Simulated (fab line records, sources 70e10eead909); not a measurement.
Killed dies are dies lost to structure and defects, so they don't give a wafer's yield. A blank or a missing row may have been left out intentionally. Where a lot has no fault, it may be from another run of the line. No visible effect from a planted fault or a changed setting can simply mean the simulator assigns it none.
fab line records + flow nand_harc
record
- lots=13
- wafers=39
- last_day=33
route steps=1302 shown A_WL_FILL@965 A_CONTACT@983 END@1302
lots that met no fault: from a run of the same line without faults
start_h: hours from the record's first day to the start of the lot's first wafer shown + wait_h: hours elapsed since this lot's preceding step + " same as the row above + L1.1+2: a row that stands for several wafers + - either no value or no given start + * or withheld: withheld + < > ~ a bound
route shown NAME@n: names a module that has steps shown in the file, with the first one's number in the route + usual: mean/standard deviation taken from wafers without a fault + same: alike in all rows + chamber/n: place in a boat + sites: readings site by site + _std_site: standard deviation of those values + _edge_site: inner sites' mean taken away from outer sites' mean + radius_mm: for every site, how far away it sits from the centre of the wafer + mask NAME#n: copy n + behind: the most recent tool/chamber to have shaped the wafer + hold: what put the lot on hold/how long, in hours/how the hold closed + device: the n, p or np transistor that did not switch + end of line: tests run on the same wafers once the route is complete + step lacking rows: just its recipe + killed: dies lost to structure and defects at the first sort, not the wafer's yield + map: dies across one wafer; x = killed, . = not, _ = none there
set.NAME: the setting the step ran with; set.NAME@STEP: the setting that earlier step ran with + model.NAME: the simulator's own value behind a step, which no gauge read
route steps across a sampled set of lots; one table per step, one row per wafer
services: the hour from which a tool's chamber was out of use, counted from the record's first day as start_h (under 0 if before that day), plus the number of hours and why
## steps
# step NHARC_A_WL_FILL_ALD_10
# recipe
- target_thk_a=500
- pulse_time_s=10
- ald_cycles=500
- temp_c=300
- material=SiO2
# usual
- heater_power_w=474/37
- precursor_pulse_height_rel=0.998/0.021
# same
- ald_cycles=500
| lot.wafer | tool      | chamber | start_h | wait_h | heater_power_w | precursor_pulse_height_rel |
|-----------|-----------|---------|---------|--------|----------------|----------------------------|
| L761.1    | ald_hk-02 | 2       | 467.34  | 2.1    | 428            | 1.016                      |
| L761.6    | "         | 3       | "       | "      | 440            | 1.004                      |
| L761.5    | "         | 0       | "       | "      | 530            | 1.000                      |
| L762.4    | ald_hk-02 | 3       | 483.24  | 0.6    | 445            | 1.016                      |
| L762.3    | "         | 1       | 484.27  | 1.6    | 432            | 0.970                      |
| L762.6    | "         | 3       | 485.31  | 2.6    | 447            | 0.981                      |
| L765.1    | ald_hk-03 | 0       | 494.99  | 0.1    | 507            | 0.976                      |
| L765.2    | "         | 3       | 496.54  | 1.6    | 568            | 1.037                      |
| L765.6    | "         | 1       | 497.58  | 2.6    | 465            | 1.012                      |
| L767.2    | ald_hk-01 | 2       | 553.52  | 0.1    | 484            | 1.017                      |
| L767.4    | "         | 3       | "       | "      | 454            | 1.021                      |
| L767.1    | "         | 0       | "       | "      | 495            | 1.001                      |
| L770.3    | ald_hk-01 | 2       | 563.42  | 0.6    | 498            | 1.003                      |
| L770.4    | "         | 3       | "       | "      | 467            | 0.996                      |
| L770.2    | "         | 0       | "       | "      | 483            | 0.962                      |
| L769.3    | ald_hk-03 | 3       | 565.66  | 2.8    | 568            | 0.979                      |
| L769.6    | "         | 0       | "       | "      | 513            | 1.008                      |
| L769.5    | "         | 1       | "       | "      | 467            | 0.968                      |
| L775.2    | ald_hk-03 | 2       | 615.96  | 0.6    | 445            | 1.050                      |
| L775.3    | "         | 3       | "       | "      | 562            | 1.011                      |
| L775.1    | "         | 0       | "       | "      | 512            | 1.008                      |
| L778.1    | ald_hk-02 | 1       | 627.81  | 0.1    | 427            | 1.002                      |
| L778.3    | "         | 3       | 628.83  | 1.1    | 463            | 1.007                      |
| L778.5    | "         | 1       | 629.85  | 2.1    | 418            | 0.975                      |
| L777.3    | ald_hk-02 | 0       | 638.47  | 0.9    | 503            | 0.977                      |
| L777.4    | "         | 1       | "       | "      | 423            | 0.998                      |
| L777.6    | "         | 0       | 640.55  | 2.9    | 523            | 1.046                      |
| L781.2    | ald_hk-01 | 1       | 693.32  | 1.3    | 469            | 1.010                      |
| L781.1    | "         | 0       | 694.86  | 2.9    | 476            | 1.001                      |
| L781.5    | "         | 2       | 695.89  | 3.9    | 511            | 0.946                      |
| L784.3    | ald_hk-03 | 0       | 695.22  | 3.2    | 495            | 1.002                      |
| L784.4    | "         | 2       | 696.24  | 4.2    | 450            | 0.994                      |
| L784.5    | "         | 3       | "       | "      | 548            | 1.025                      |
| L783.3    | ald_hk-02 | 2       | 695.95  | 3.9    | 423            | 0.983                      |
| L783.2    | "         | 3       | "       | "      | 457            | 1.019                      |
| L783.5    | "         | 1       | 697.50  | 5.5    | 428            | 0.965                      |
| L782.4    | ald_hk-01 | 1       | 699.97  | 0.6    | 493            | 1.012                      |
| L782.5    | "         | 0       | 701.52  | 2.1    | 491            | 1.015                      |
| L782.6    | "         | 1       | "       | "      | 486            | 0.987                      |
# step NHARC_A_WL_FILL_ETCHBACK_17
# recipe
- target_depth_a=40
- time_s=26.7
- chemistry=Cl2/BCl3
# usual
- chamber_pressure_mTorr=10.000/0.0085
- drypump_motor_current_A=6.02/0.29
- oes_product_au=0.997/0.0078
| lot.wafer | tool         | chamber | start_h | wait_h | chamber_pressure_mTorr | drypump_motor_current_A | oes_product_au | rf_hours_counter_h |
|-----------|--------------|---------|---------|--------|------------------------|-------------------------|----------------|--------------------|
| L761.1    | rie_metal-02 | 1       | 470.63  | -      | 9.993                  | 5.79                    | 0.999          | 0                  |
| L761.6    | "            | 1       | "       | "      | 10.015                 | 5.76                    | 1.005          | -                  |
| L761.5    | "            | 0       | "       | "      | 10.008                 | 5.80                    | 0.994          | -                  |
| L762.4    | rie_metal-01 | 0       | 487.59  | -      | 10.001                 | 5.73                    | 0.998          | -                  |
| L762.3    | "            | 1       | "       | "      | 9.993                  | 6.47                    | 0.979          | -                  |
| L762.6    | "            | 1       | "       | "      | 10.000                 | 6.50                    | 0.986          | -                  |
| L765.2    | rie_metal-02 | 0       | 499.84  | -      | 10.008                 | 5.77                    | 0.997          | 0.6                |
| L765.1    | "            | 1       | "       | "      | 10.010                 | 5.79                    | 0.986          | 0.6                |
| L765.6    | "            | 1       | "       | "      | 10.002                 | 5.79                    | 0.999          | -                  |
| L767.2    | rie_metal-01 | 1       | 558.33  | -      | 10.006                 | 6.43                    | 0.999          | 2.7                |
| L767.1    | "            | 0       | "       | "      | 10.015                 | 5.80                    | 1.000          | 2.5                |
| L767.4    | "            | 1       | "       | "      | 9.999                  | 6.44                    | 0.997          | -                  |
| L770.2    | rie_metal-03 | 0       | 567.74  | -      | 9.990                  | 6.26                    | 0.987          | 0.7                |
| L770.4    | "            | 0       | "       | "      | 10.004                 | 6.27                    | 1.001          | -                  |
| L770.3    | "            | 1       | "       | "      | 9.994                  | 6.16                    | 0.996          | -                  |
| L769.3    | rie_metal-01 | 0       | 569.01  | -      | 9.994                  | 5.77                    | 0.987          | -                  |
| L769.6    | "            | 1       | "       | "      | 10.001                 | 6.46                    | 1.004          | -                  |
| L769.5    | "            | 0       | "       | "      | 10.001                 | 5.72                    | 0.988          | -                  |
| L775.2    | rie_metal-02 | 0       | 620.25  | -      | 9.993                  | 5.79                    | 1.019          | 2.6                |
| L775.1    | "            | 1       | "       | "      | 9.993                  | 5.82                    | 1.002          | 2.6                |
| L775.3    | "            | 1       | "       | "      | 9.999                  | 5.81                    | 1.002          | -                  |
| L778.1    | rie_metal-03 | 1       | 632.64  | -      | 10.005                 | 6.17                    | 0.988          | 1.9                |
| L778.3    | "            | 0       | "       | "      | 10.006                 | 6.28                    | 0.997          | -                  |
| L778.5    | "            | 0       | "       | "      | 10.004                 | 6.29                    | 1.000          | -                  |
| L777.3    | rie_metal-01 | 1       | 642.84  | -      | 9.990                  | 6.43                    | 1.005          | -                  |
| L777.4    | "            | 0       | "       | "      | 10.008                 | 5.75                    | 0.993          | -                  |
| L777.6    | "            | 0       | "       | "      | 10.010                 | 5.69                    | 0.983          | -                  |
| L781.1    | rie_metal-01 | 0       | 698.14  | -      | 9.999                  | 5.79                    | 0.998          | 2.0                |
| L781.2    | "            | 1       | "       | "      | 10.001                 | 6.44                    | 0.996          | 2.0                |
| L781.5    | "            | 1       | "       | "      | 10.011                 | 6.41                    | 0.989          | -                  |
| L784.4    | rie_metal-01 | 1       | 699.63  | 0.1    | 9.990                  | 6.41                    | 0.990          | -                  |
| L784.3    | "            | 0       | "       | "      | 10.002                 | 5.76                    | 0.983          | -                  |
| L784.5    | "            | 0       | "       | "      | 9.997                  | 5.75                    | 0.999          | -                  |
| L783.2    | rie_metal-02 | 0       | 699.78  | -      | 10.012                 | 5.77                    | 1.008          | 1.6                |
| L783.3    | "            | 1       | "       | "      | 9.991                  | 5.79                    | 0.991          | -                  |
| L783.5    | "            | 0       | "       | "      | 9.994                  | 5.76                    | 1.001          | -                  |
| L782.4    | rie_metal-01 | 1       | 704.32  | -      | 10.003                 | 6.45                    | 0.994          | -                  |
| L782.6    | "            | 1       | "       | "      | 9.992                  | 6.47                    | 0.991          | -                  |
| L782.5    | "            | 0       | "       | "      | 10.011                 | 5.80                    | 0.998          | -                  |
# step NHARC_A_WL_FILL_CVD_23
# recipe
- target_thk_a=400
- temp_c=620
- pressure_mtorr=200
- time_s=800
- material=poly-Si
# usual
- spike_tc_centre_C=619.5/1.5
- zone_power_bottom_pct=13.4/0.95
| lot.wafer | tool          | chamber | start_h | wait_h | spike_tc_centre_C | zone_power_bottom_pct |
|-----------|---------------|---------|---------|--------|-------------------|-----------------------|
| L761.1    | lpcvd_poly-03 | 0       | 473.21  | 2.3    | 620.6             | 12.7                  |
| L761.5    | "             | 0       | "       | "      | 619.5             | 12.6                  |
| L761.6    | "             | 0       | "       | "      | 621.1             | 12.7                  |
| L762.3    | lpcvd_poly-03 | 0       | 490.11  | 2.3    | 619.8             | 12.7                  |
| L762.4    | "             | 0       | "       | "      | 619.5             | 12.7                  |
| L762.6    | "             | 0       | "       | "      | 620.3             | 12.6                  |
| L765.1    | lpcvd_poly-03 | 0       | 502.68  | 2.6    | 619.7             | 12.5                  |
| L765.2    | "             | 0       | "       | "      | 619.9             | 12.5                  |
| L765.6    | "             | 0       | "       | "      | 618.1             | 12.6                  |
| L767.1    | lpcvd_poly-03 | 0       | 562.49  | 3.9    | 620.4             | 12.4                  |
| L767.2    | "             | 0       | "       | "      | 620.2             | 12.8                  |
| L767.4    | "             | 0       | "       | "      | 619.4             | 12.5                  |
| L769.3    | lpcvd_poly-02 | 0       | 572.11  | 3.0    | 618.4             | 14.9                  |
| L769.5    | "             | 0       | "       | "      | 616.0             | 14.5                  |
| L769.6    | "             | 0       | "       | "      | 618.5             | 14.8                  |
| L770.2    | lpcvd_poly-02 | 0       | 572.11  | 4.1    | 616.5             | 14.4                  |
| L770.3    | "             | 0       | "       | "      | 616.2             | 14.4                  |
| L770.4    | "             | 0       | "       | "      | 620.1             | 14.3                  |
| L777.3    | lpcvd_poly-01 | 0       | 645.44  | 2.4    | 618.6             | 14.7                  |
| L777.4    | "             | 0       | "       | "      | 621.0             | 14.7                  |
| L777.6    | "             | 0       | "       | "      | 620.3             | 14.6                  |
| L775.1    | lpcvd_poly-03 | 0       | 652.81  | 32.3   | 619.4             | 12.6                  |
| L775.2    | "             | 0       | "       | "      | 620.2             | 12.5                  |
| L775.3    | "             | 0       | "       | "      | 620.8             | 12.4                  |
| L778.1    | lpcvd_poly-03 | 0       | 665.20  | 32.3   | 619.6             | 12.7                  |
| L778.3    | "             | 0       | "       | "      | 621.0             | 12.8                  |
| L778.5    | "             | 0       | "       | "      | 621.1             | 12.7                  |
| L781.1    | lpcvd_poly-02 | 0       | 700.81  | 2.4    | 618.2             | 14.4                  |
| L781.2    | "             | 0       | "       | "      | 618.3             | 14.4                  |
| L781.5    | "             | 0       | "       | "      | 617.0             | 14.4                  |
| L783.2    | lpcvd_poly-02 | 0       | 700.81  | 0.8    | 617.6             | 14.4                  |
| L783.3    | "             | 0       | "       | "      | 616.7             | 14.6                  |
| L783.5    | "             | 0       | "       | "      | 618.5             | 14.4                  |
| L784.3    | lpcvd_poly-02 | 0       | 700.81  | 1.0    | 616.7             | 14.8                  |
| L784.4    | "             | 0       | "       | "      | 617.2             | 14.5                  |
| L784.5    | "             | 0       | "       | "      | 617.7             | 14.6                  |
| L782.4    | lpcvd_poly-02 | 0       | 706.94  | 2.4    | 618.3             | 14.3                  |
| L782.5    | "             | 0       | "       | "      | 617.4             | 14.4                  |
| L782.6    | "             | 0       | "       | "      | 618.4             | 14.6                  |
# step NHARC_A_CONTACT_DEP_24
# recipe
- target_thk_a=5000
- temp_c=400
- pressure_torr=6.5
- rf_w=900
- teos_flow_sccm=161.4
- flow_sccm=2650
- target_thk_nm=500
- gas=O2
- material=SiO2
# usual
- heater_power_w=514/80
- throttle_valve_pct=16.1/0.77
| lot.wafer | tool     | chamber | start_h | wait_h | heater_power_w | throttle_valve_pct |
|-----------|----------|---------|---------|--------|----------------|--------------------|
| L761.1    | pecvd-02 | 0       | 477.30  | 0.1    | 672            | 15.7               |
| L761.5    | "        | 0       | "       | "      | 686            | 15.9               |
| L761.6    | "        | 2       | "       | "      | 439            | 15.3               |
| L762.3    | pecvd-03 | 1       | 494.05  | 0.2    | 418            | 16.3               |
| L762.4    | "        | 1       | "       | "      | 434            | 16.4               |
| L762.6    | "        | 2       | "       | "      | 498            | 15.2               |
| L765.1    | pecvd-02 | 2       | 506.41  | 0.1    | 502            | 14.9               |
| L765.2    | "        | 1       | "       | "      | 509            | 17.1               |
| L765.6    | "        | 1       | "       | "      | 532            | 17.1               |
| L767.2    | pecvd-01 | 2       | 566.28  | 0.1    | 466            | 16.0               |
| L767.1    | "        | 0       | "       | "      | 623            | 16.9               |
| L767.4    | "        | 0       | "       | "      | 629            | 16.7               |
| L770.3    | pecvd-01 | 1       | 575.86  | 0.1    | 531            | 15.7               |
| L770.2    | "        | 2       | "       | "      | 482            | 15.7               |
| L770.4    | "        | 2       | "       | "      | 491            | 16.0               |
| L769.3    | pecvd-03 | 2       | 575.95  | 0.1    | 523            | 15.0               |
| L769.6    | "        | 2       | "       | "      | 561            | 14.9               |
| L769.5    | "        | 0       | "       | "      | 386            | 17.0               |
| L777.3    | pecvd-03 | 1       | 649.21  | 0.1    | 471            | 16.4               |
| L777.4    | "        | 1       | "       | "      | 496            | 16.3               |
| L777.6    | "        | 2       | "       | "      | 438            | 14.9               |
| L775.2    | pecvd-02 | 1       | 656.68  | 0.1    | 598            | 16.9               |
| L775.1    | "        | 2       | "       | "      | 444            | 14.9               |
| L775.3    | "        | 0       | "       | "      | 560            | 16.0               |
| L778.3    | pecvd-01 | 2       | 669.05  | 0.1    | 432            | 15.8               |
| L778.1    | "        | 0       | "       | "      | 584            | 16.6               |
| L778.5    | "        | 2       | "       | "      | 466            | 15.4               |
| L781.1    | pecvd-01 | 0       | 704.60  | 0.1    | 540            | 17.0               |
| L781.2    | "        | 2       | "       | "      | 442            | 15.5               |
| L781.5    | "        | 2       | "       | "      | 459            | 15.7               |
| L784.3    | pecvd-03 | 0       | 704.68  | 0.1    | 374            | 17.3               |
| L784.5    | "        | 2       | "       | "      | 552            | 15.2               |
| L784.4    | "        | 0       | "       | "      | 392            | 17.1               |
| L783.3    | pecvd-02 | 1       | 704.73  | 0.1    | 516            | 17.0               |
| L783.2    | "        | 2       | "       | "      | 422            | 15.0               |
| L783.5    | "        | 0       | "       | "      | 715            | 15.9               |
| L782.4    | pecvd-03 | 0       | 710.87  | 0.3    | 370            | 17.0               |
| L782.6    | "        | 1       | "       | "      | 469            | 16.4               |
| L782.5    | "        | 2       | "       | "      | 587            | 15.3               |
# step NHARC_END_SORT_01
# recipe
- temp_c=25
# usual
- killed_at_array=52/18
- killed_at_other=1.2/1.5
- killed_at_periphery=4/3.2
- killed_dies=57/17
- killed_open=3.1/1.9
- killed_short=2.5/1.7
# same
- gross_dies=677
| lot.wafer | tool      | chamber | start_h | wait_h | killed_at_array | killed_at_other | killed_at_periphery | killed_dies | killed_open | killed_short |
|-----------|-----------|---------|---------|--------|-----------------|-----------------|---------------------|-------------|-------------|--------------|
| L775.1    | prober-01 | 0       | 733.13  | 2.5    | 85              | 0               | 3                   | 88          | 6           | 2            |
| L775.2    | prober-01 | 0       | 733.92  | 2.8    | 61              | 0               | 1                   | 62          | 3           | 1            |
| L775.3    | prober-01 | 0       | 734.71  | 3.1    | 72              | 1               | 1                   | 74          | 0           | 4            |
| L778.1    | prober-01 | 0       | 745.14  | 2.5    | 49              | 0               | 1                   | 50          | 5           | 0            |
| L778.3    | prober-01 | 0       | 746.73  | 3.1    | 61              | 0               | 0                   | 61          | 2           | 1            |
| L778.5    | prober-01 | 0       | 748.32  | 3.7    | 56              | 0               | 1                   | 57          | 4           | 1            |
# killed by level:class
L775.1 A_SLIT:chamber_film_flake=36 A_CHANNEL_HOLE_D1:chamber_film_flake=33 A_WL_FILL:chamber_film_flake=4 A_CHANNEL_FILL_D2:chamber_film_flake=3 A_ONON_D2:geometric_particle:open=2 P_GATE:geometric_particle:open=1 P_M0:geometric_particle:open=1 A_CHANNEL_FILL_D1:geometric_particle:short=1
L775.2 A_SLIT:chamber_film_flake=32 A_CHANNEL_HOLE_D1:chamber_film_flake=20 A_WL_FILL:chamber_film_flake=3 A_ONON_D1:geometric_particle:open=2 A_CONTACT:chamber_film_flake=2 P_M0:geometric_particle:open=1 A_SGD_CUT:geometric_particle:short=1 A_STAIRCASE:chamber_film_flake=1
L775.3 A_SLIT:chamber_film_flake=36 A_CHANNEL_HOLE_D1:chamber_film_flake=27 A_WL_FILL:chamber_film_flake=3 P_CONTACT:geometric_particle:short=1 A_CHANNEL_FILL_D1:geometric_particle:short=1 A_ONON_D2:geometric_particle:short=1 A_CHANNEL_HOLE_D2:geometric_particle:short=1 A_CHANNEL_FILL_D1:chamber_film_flake=1
L778.1 A_CHANNEL_HOLE_D1:chamber_film_flake=19 A_STAIRCASE:chamber_film_flake=9 A_CONTACT:chamber_film_flake=5 A_BLC:chamber_film_flake=5 A_BLC:geometric_particle:open=3 A_SLIT:chamber_film_flake=3 A_CHANNEL_FILL_D1:chamber_film_flake=2 P_M0:geometric_particle:open=1
L778.3 A_CHANNEL_HOLE_D1:chamber_film_flake=33 A_STAIRCASE:chamber_film_flake=10 A_BLC:chamber_film_flake=4 A_WL_FILL:chamber_film_flake=3 A_CONTACT:chamber_film_flake=3 A_SLIT:chamber_film_flake=2 A_CHANNEL_HOLE_D1:geometric_particle:short=1 A_CHANNEL_HOLE_D2:geometric_particle:open=1
L778.5 A_CHANNEL_HOLE_D1:chamber_film_flake=33 A_STAIRCASE:chamber_film_flake=6 A_SLIT:chamber_film_flake=3 A_CONTACT:chamber_film_flake=3 A_CHANNEL_FILL_D1:chamber_film_flake=2 A_SGD_CUT:chamber_film_flake=2 A_BLC:chamber_film_flake=2 P_GATE:geometric_particle:open=1
## services
| tool          | chamber | start_h | hours | kind       |
|---------------|---------|---------|-------|------------|
| rie_metal-02  | -       | 454.00  | 9.0   | pm         |
| pecvd-03      | 2       | 456.21  | 3.7   | repair     |
| ald_hk-01     | -       | 475.42  | 10.0  | pm         |
| rie_metal-01  | 0       | 477.79  | 1.7   | repair     |
| lpcvd_poly-02 | -       | 484.54  | 1.6   | repair     |
| pecvd-02      | 0       | 486.27  | 6.3   | repair     |
| pecvd-01      | -       | 493.73  | 13.0  | pm         |
| pecvd-02      | -       | 516.82  | 0.7   | repair     |
| rie_metal-03  | -       | 519.00  | 9.0   | pm         |
| ald_hk-02     | -       | 526.00  | 10.0  | pm         |
| pecvd-03      | -       | 555.42  | 13.0  | pm         |
| rie_metal-01  | -       | 564.20  | 0.3   | repair     |
| lpcvd_poly-01 | -       | 566.00  | 26.0  | pm         |
| ald_hk-03     | -       | 574.21  | 10.0  | pm         |
| rie_metal-01  | -       | 575.06  | 9.0   | pm         |
| rie_metal-01  | 0       | 575.06  | 9.0   | vent_cycle |
| rie_metal-01  | 1       | 575.06  | 9.0   | vent_cycle |
| rie_metal-01  | 0       | 584.06  | -     | clean      |
| pecvd-02      | -       | 589.29  | 13.0  | pm         |
| rie_metal-02  | -       | 631.00  | 9.0   | pm         |
| ald_hk-01     | -       | 653.42  | 10.0  | pm         |
| rie_metal-03  | -       | 696.00  | 9.0   | pm         |
| pecvd-03      | -       | 700.83  | 1.0   | repair     |
| ald_hk-02     | -       | 704.00  | 10.0  | pm         |
## key
first_sign
- step=NHARC_A_WL_FILL_CVD_23
- reading=wait_h
- direction=changed
effect none on later readings
met_at NHARC_A_WL_FILL_CVD_23
struck_lots L775,L778
struck_wafers L775.1,L775.2,L775.3,L778.1,L778.3,L778.5
tester_left_out L775,L778
not_acting_at NHARC_A_WL_FILL_ALD_10,NHARC_A_WL_FILL_ETCHBACK_17,NHARC_A_CONTACT_DEP_24
fault
- kind=queue_time_violation
- tool=lpcvd_poly-01,lpcvd_poly-02,lpcvd_poly-03
- chamber=0
- onset_h=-
- steps=NHARC_A_WL_FILL_CVD_23
- delay_hr=30
- scope=struck_lots_only
# tester_left_out: of these lots the tester's yield and bins aren't shown, on N5 and GAA mostly nor the transistor test; their killed dies are dies lost to structure and defects alone, not to doping, threshold or leakage, so they don't give the yield
